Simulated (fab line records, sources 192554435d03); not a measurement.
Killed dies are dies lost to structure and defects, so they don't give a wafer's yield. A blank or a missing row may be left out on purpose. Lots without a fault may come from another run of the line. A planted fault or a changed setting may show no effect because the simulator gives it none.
Which tool did it? | flow n5_finfet | 10 lots, 30 wafers sampled, at 4 steps of a route of 1938

WHAT THE GAUGES READ, wafer by wafer
N5_STI_FIN_REVEAL_FIN_H_MEAS_10.
lot  | measured    | on     | trench_depth_nm (nm)
L596 | day 2 20:17 | ocd-02 | 52.1 51.8 51.5
L597 | day 3 02:39 | ocd-02 | 50.9 52.6 52.1
L598 | day 3 07:47 | ocd-02 | 53.3 53.3 53.6
L601 | day 4 03:07 | ocd-02 | 52.0 52.3 52.3
L605 | day 5 01:02 | ocd-02 | 52.0 51.5 52.3
L607 | day 5 13:41 | ocd-02 | 51.4 52.1 51.7
L608 | day 5 19:26 | ocd-01 | 52.0 51.9 51.2
L610 | day 6 08:44 | ocd-02 | 51.3 51.3 51.1
L611 | day 6 13:59 | ocd-01 | 52.1 58.1 57.5
L613 | day 7 01:04 | ocd-02 | 52.7 52.6 52.8

WHICH TOOL RAN EACH LOT (tool, then ch and the chambers of the sampled wafers, then the start)
lot  | N5_STI_FIN_REVEAL_ALD_00         | N5_STI_FIN_REVEAL_ALD_14         | N5_STI_FIN_REVEAL_RECESS_09
L596 | ald_sin-01 ch 0,2,3, day 2 11:05 | ald_sin-01 ch 0,2,3, day 2 11:08 | vapor_etch-02 ch 0,1, day 2 17:35
L597 | ald_sin-03 ch 1,2,3, day 2 17:31 | ald_sin-03 ch 1,2,3, day 2 17:34 | vapor_etch-02 ch 0,1, day 2 23:35
L598 | ald_sin-03 ch 0,3, day 2 22:10   | ald_sin-03 ch 0,3, day 2 22:13   | vapor_etch-01 ch 0,1, day 3 04:59
L601 | ald_sin-01 ch 0,1,2, day 3 18:13 | ald_sin-01 ch 0,1,2, day 3 18:16 | vapor_etch-02 ch 0,1, day 4 00:25
L605 | ald_sin-03 ch 0,1,2, day 4 15:52 | ald_sin-03 ch 0,1,2, day 4 15:55 | vapor_etch-02 ch 0,1, day 4 22:20
L607 | ald_sin-03 ch 1,2,3, day 5 04:11 | ald_sin-03 ch 1,2,3, day 5 04:14 | vapor_etch-02 ch 0,1, day 5 10:59
L608 | ald_sin-04 ch 0,3, day 5 10:25   | ald_sin-04 ch 0,3, day 5 10:28   | vapor_etch-02 ch 1, day 5 16:38
L610 | ald_sin-03 ch 0,1,3, day 5 23:58 | ald_sin-03 ch 0,1,3, day 6 00:01 | vapor_etch-01 ch 0,1, day 6 06:02
L611 | ald_sin-01 ch 0,1,2, day 6 05:22 | ald_sin-01 ch 0,1,2, day 6 05:25 | vapor_etch-02 ch 0,1, day 6 11:16
L613 | ald_sin-01 ch 0,2, day 6 16:00   | ald_sin-01 ch 0,2, day 6 16:03   | vapor_etch-01 ch 0,1, day 6 22:22
- N5_STI_FIN_REVEAL_ALD_00: deposits SiO2, target thk 1 nm, pulse time 1 s.
- N5_STI_FIN_REVEAL_ALD_14: deposits Si3N4, target thk 3 nm.
- N5_STI_FIN_REVEAL_RECESS_09: chemistry HF/NH3, target SiO2, afs cycles 11, target depth 42.5 nm, sublimation time 60 s.

THE ANSWER, worked out from the rows above alone
Rule: what is usual is taken from the lots themselves. Put in order of their means at a reading, lots are off if they are a third of the lots or fewer, leave a main group of 4 or more, and stand apart from it by a gap of 3 or more times the standard deviation of the main group's means; of several such gaps the widest counts. A main group whose means are all the same, to the digits that the tables above print for the reading, isn't used. A lot without any number at a reading at which 4 lots or more have one is off too. The other lots that the step has rows for count as sound.
Off: L611, at N5_STI_FIN_REVEAL_FIN_H_MEAS_10 (trench_depth_nm). The main group: mean 52.1 nm, standard deviation 0.6.
A tool fits if, at a process step before that reading, it ran every lot that is off, and no sound lot after the first of them. The gauges at N5_STI_FIN_REVEAL_FIN_H_MEAS_10 are tried like those tools. Can't be told from this: 2 tools fit, vapor_etch-02 at N5_STI_FIN_REVEAL_RECESS_09, ocd-01 at N5_STI_FIN_REVEAL_FIN_H_MEAS_10.

WHAT THE SIMULATOR HAD PUT IN
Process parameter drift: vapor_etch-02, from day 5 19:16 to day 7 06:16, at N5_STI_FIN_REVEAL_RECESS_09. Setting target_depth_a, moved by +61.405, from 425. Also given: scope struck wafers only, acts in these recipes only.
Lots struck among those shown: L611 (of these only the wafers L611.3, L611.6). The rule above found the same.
